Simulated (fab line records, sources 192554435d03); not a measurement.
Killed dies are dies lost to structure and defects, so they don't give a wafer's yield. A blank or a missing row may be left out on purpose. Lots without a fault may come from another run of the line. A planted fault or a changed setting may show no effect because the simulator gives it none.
Which tool did it? | flow n5_finfet | 12 lots, 36 wafers sampled, at 3 steps of a route of 1938

WHAT THE GAUGES READ, wafer by wafer
N5_BEOL_M3_CD_MEAS_35: target cd 18 nm, target cd y 21 nm.
lot  | measured     | on        | cd_nm (nm)
L074 | day 8 07:15  | cd_sem-03 | 17.5 17.6 17.5
L077 | day 8 14:26  | cd_sem-03 | 17.8 17.7 17.9
L080 | day 9 02:18  | cd_sem-01 | 17.9 17.8 17.6
L081 | day 9 09:02  | cd_sem-01 | 17.7 17.7 18.3
L083 | day 9 13:01  | cd_sem-03 | 18.5 17.7 18.3
L085 | day 10 08:40 | cd_sem-02 | 17.9 17.7 17.9
L087 | day 11 10:16 | cd_sem-03 | 17.9 17.9 18.1
L089 | day 11 16:35 | cd_sem-03 | 17.8 17.8 17.7
L091 | day 11 23:31 | cd_sem-02 | 17.9 17.9 17.9
L093 | day 12 03:51 | cd_sem-03 | 17.8 17.7 17.5
L095 | day 13 01:39 | cd_sem-01 | 18.0 18.3 18.0
L097 | day 13 08:49 | cd_sem-02 | 18.3 18.2 18.1

WHICH TOOL RAN EACH LOT (tool, then ch and the chambers of the sampled wafers, then the start)
lot  | N5_BEOL_M3_PECVD_72             | N5_BEOL_M3_DESCUM_33
L074 | pecvd-03 ch 0,1,2, day 7 16:10  | rie_diel-06 ch 0,2,3, day 7 19:50
L077 | pecvd-03 ch 0,1, day 8 05:29    | rie_diel-04 ch 0,1,2, day 8 08:57
L080 | pecvd-01 ch 0,1,2, day 8 14:56  | rie_diel-06 ch 0,1,2, day 8 16:38
L081 | pecvd-03 ch 1,2, day 8 21:20    | rie_diel-04 ch 1,2, day 8 23:54
L083 | pecvd-04 ch 0,2, day 9 03:25    | rie_diel-04 ch 0,2,3, day 9 06:30
L085 | pecvd-01 ch 1,2, day 10 05:40   | rie_diel-03 ch 1,3, day 10 07:47
L087 | pecvd-03 ch 0,1, day 10 18:43   | rie_diel-04 ch 0,1,3, day 10 20:13
L089 | pecvd-03 ch 0,2, day 10 22:35   | rie_diel-03 ch 1,2,3, day 11 01:26
L091 | pecvd-03 ch 0,1, day 11 11:00   | rie_diel-04 ch 0,3, day 11 13:43
L093 | pecvd-04 ch 0,1, day 11 17:08   | rie_diel-04 ch 0,1,3, day 11 18:58
L095 | pecvd-01 ch 0,1,2, day 12 08:39 | rie_diel-03 ch 1,2, day 12 12:45
L097 | pecvd-01 ch 0,1,2, day 12 20:38 | rie_diel-06 ch 0,2,3, day 12 22:28
- N5_BEOL_M3_PECVD_72: deposits SiO2 from TEOS/O2, target thk 16 nm, time 18 s.
- N5_BEOL_M3_DESCUM_33: chemistry O2, time 7 s.

THE ANSWER, worked out from the rows above alone
Rule: what is usual is taken from the lots themselves. Put in order of their means at a reading, lots are off if they are a third of the lots or fewer, leave a main group of 4 or more, and stand apart from it by a gap of 3 or more times the standard deviation of the main group's means; of several such gaps the widest counts. A main group whose means are all the same, to the digits that the tables above print for the reading, isn't used. A lot without any number at a reading at which 4 lots or more have one is off too. The other lots that the step has rows for count as sound.
No lot is off at any reading shown: from this, nothing can be told.

WHAT THE SIMULATOR HAD PUT IN
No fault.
